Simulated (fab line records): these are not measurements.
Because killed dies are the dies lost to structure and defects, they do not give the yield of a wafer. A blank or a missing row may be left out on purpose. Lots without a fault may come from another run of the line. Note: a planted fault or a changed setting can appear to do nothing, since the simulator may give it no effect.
Split-lot study ; flow n5-finfet ; on a route of 1938 steps: 7 lots, 21 wafers read

## THE SPLIT ITSELF
At N5_BEOL_M0_SAQP_PECVD_96 (deposits a-Si from SiH4/He, target thk 45 nm, time 45.2 s), the setting time-s was moved away from the recipe's 45.2 s on 7 of the 21 wafers read, by +5.9% to +13.5%. The other wafers ran this setting at the recipe's value.

The reading comes from the split's own step.

## THE READING
a-Si_of_BEOL_M0_SAQP_PECVD_96.thk-nm (the simulator's own value, which no gauge read), in nm, at N5_BEOL_M0_SAQP_PECVD_96 (deposits a-Si from SiH4/He, target thk 45 nm, time 45.2 s). There is no usual value for it anywhere in the file. Here, 14 wafers ran the recipe; their average is 44.9 nm with a standard deviation of 0.63 nm.

wafer;tool, chamber at the split;time-s as run, s;against the recipe;a-Si_of_BEOL_M0_SAQP_PECVD_96.thk-nm, nm;against lot-mates on the recipe
L075.1;pecvd-01, 2;45.2;recipe;45.2;-
L075.6;pecvd-01, 2;45.2;recipe;45.2;-
L075.4;pecvd-01, 1;45.2;recipe;45;-
L077.1;pecvd-04, 1;45.2;recipe;44.6;-
L077.4;pecvd-04, 0;51.31;+13.5%;52.2;+7.1
L077.5;pecvd-04, 0;45.2;recipe;45.6;-
L084.2;pecvd-04, 1;45.2;recipe;43.8;-
L084.4;pecvd-04, 0,2;45.2;recipe;45.4;-
L084.6;pecvd-04, 0,2;45.2;recipe;45.4;-
L090.1;pecvd-03, 2;50.46;+11.6%;49.6;+4.3
L090.4;pecvd-03, 2;45.2;recipe;45.8;-
L090.5;pecvd-03, 1;45.2;recipe;44.8;-
L092.2;pecvd-03, 0;50.41;+11.5%;48.8;no lot-mate on the recipe
L092.3;pecvd-03, 0,1;50.41;+11.5%;49.2;no lot-mate on the recipe
L092.5;pecvd-03, 0,1;50.41;+11.5%;49.2;no lot-mate on the recipe
L095.2;pecvd-03, 2;45.2;recipe;44.8;-
L095.3;pecvd-03, 1;47.88;+5.9%;45.8;+1.0
L095.6;pecvd-03, 2;47.88;+5.9%;47.2;+2.4
L097.3;pecvd-03, 2;45.2;recipe;44.4;-
L097.6;pecvd-03, 2;45.2;recipe;44.4;-
L097.4;pecvd-03, 1;45.2;recipe;43.6;-
When a row names more than one chamber, that row covers several wafers, and the file does not tell which wafer ran in which chamber.

THE FIT
A straight line over all 21 wafers: a-Si_of_BEOL_M0_SAQP_PECVD_96.thk-nm changes by +0.413 nm for each +1% of time-s; r = +0.94; the points scatter about the line by 0.79 nm.
The same after taking each lot's own level away (the mean of its wafers on the recipe; 18 wafers): +0.435 nm for each +1%; r = +0.94; scatter 0.69 nm.
That fit puts the effect of the largest move of time-s on the reading at 5.9 nm.
The lots' own levels span 44.13 to 45.30 nm, that is 1.9 times the standard deviation above.
Hence the lot-to-lot level has little effect on the slope; both slopes agree.
Check: with one of the wafers moved furthest among these (+13.5%) left out of the fit, the line predicts +4.62 nm for it against its lot-mates. Against them it came out at +7.1 nm.

## THESE WAFERS: OTHER SPLITS
Note: prior to the reading, these wafers also went through further splits. Each is held against what the fit with the lots' levels taken away leaves over:
other split on the same wafers;wafers away from the commonest value;r with a-Si_of_BEOL_M0_SAQP_PECVD_96.thk-nm (lot level and that fit taken away)
N5_SD_EPI_P_EPI_21 temp-c;6;+0.17
N5_HKMG_FIN_COAT_42 spin-rpm;7;+0.14
N5_HKMG_FIN_COAT_43 spin-rpm;7;-0.19
N5_HKMG_FIN_EXPOSE_09 dose-mj;4;-0.14
N5_HKMG_FIN_ETCH_35 source-w;4;-0.58
N5_MOL_CONTACT_COAG_COAT_104 spin-rpm;6;+0.28

## THE FILE'S OWN FIT
a-Si_of_BEOL_M0_SAQP_PECVD_96.thk-nm changes by +0.442 nm for each +1% of time-s, r = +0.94.
